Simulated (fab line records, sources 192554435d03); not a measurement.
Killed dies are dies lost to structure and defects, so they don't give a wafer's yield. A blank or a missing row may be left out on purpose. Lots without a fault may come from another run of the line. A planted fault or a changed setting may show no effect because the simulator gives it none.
One fault seen from 2 desks | flow n5_finfet | each desk has only its own numbers; what lay behind them comes last

THE METROLOGY DESK
What the gauges read, lot by lot, whatever tool the lot ran on: means of the sampled wafers that have a number. A lot is out of limits, marked OUT, if its mean lies more than 4 standard deviations from the usual mean; the brackets give that distance. Of its 10 readings 7 are shown: those that lie furthest out on some lot.
Columns: A = DIBL_N at N5_BEOL_M4_RC_MEAS_101, usual 36.4 mV/V; B = DIBL_P at N5_BEOL_M4_RC_MEAS_101, usual 36.5 mV/V; C = IOFF_N at N5_BEOL_M4_RC_MEAS_101, usual 0.154 nA/um; D = ION_N at N5_BEOL_M4_RC_MEAS_101, usual 671 uA/um; E = SS_N at N5_BEOL_M4_RC_MEAS_101, usual 71.6 mV/dec; F = SS_P at N5_BEOL_M4_RC_MEAS_101, usual 73.4 mV/dec; G = VT_N at N5_BEOL_M4_RC_MEAS_101, usual 250.9 mV
lot  | first seen here | A    | B    | C     | D   | E    | F    | G
L158 | day 8 00:11     | 38.9 | 37.8 | 0.177 | 673 | 72.3 | 74.1 | 249.2
L168 | day 10 04:43    | 35.6 | 34.4 | 0.135 | 671 | 71.1 | 72.5 | 251.8
L169 | day 10 12:28    | 36.3 | 36.6 | 0.146 | 667 | 71.7 | 73.1 | 250.4
L175 | day 12 04:16    | 36.2 | 36.0 | 0.139 | 659 | 71.6 | 73.2 | 254.5
This desk's finding: nothing out of limits on any of the 4 lots.

THE TOOL OWNER'S DESK: litho_track-05
The tool's own readings at N5_MOL_CONTACT_COAG_COAT_104 (time 60 s, resist thk 12 nm): means of the sampled wafers that have a number, for each lot that ran on this tool. A lot is out of limits, marked OUT, if its mean lies more than 4 standard deviations from the usual mean; the brackets give that distance.
Columns: A = exhaust_pa at N5_MOL_CONTACT_COAG_COAT_104, usual 44.9 Pa; B = spin_speed_rpm at N5_MOL_CONTACT_COAG_COAT_104, usual 1500.0 rpm
lot  | first seen here | A    | B
L158 | day 4 16:14     | 44.7 | 1499.7
L168 | day 7 00:37     | 44.7 | 1432.5 (-56) OUT
L169 | day 7 11:06     | 45.4 | 1432.9 (-56) OUT
This desk's finding: out of limits on L168, L169; first on L168, day 7 00:37 (spin_speed_rpm at N5_MOL_CONTACT_COAG_COAT_104). In limits: L158.

PUT TOGETHER
The tool owner's desk could have raised an alarm at day 7 00:37, on L168, L169.
The metrology desk saw nothing out of limits.
The metrology desk has L168, L169 on record, within its limits.
Of the lots named, all ran N5_MOL_CONTACT_COAG_COAT_104 on litho_track-05.

WHAT THE SIMULATOR HAD PUT IN
Process parameter drift: litho_track-05, from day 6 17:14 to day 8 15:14, at N5_MOL_CONTACT_COAG_COAT_104. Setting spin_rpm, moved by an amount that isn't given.
Lots struck among those shown: L168, L169.
Hours from the fault's start to each desk's first reading out of limits: the tool owner's desk, 7.
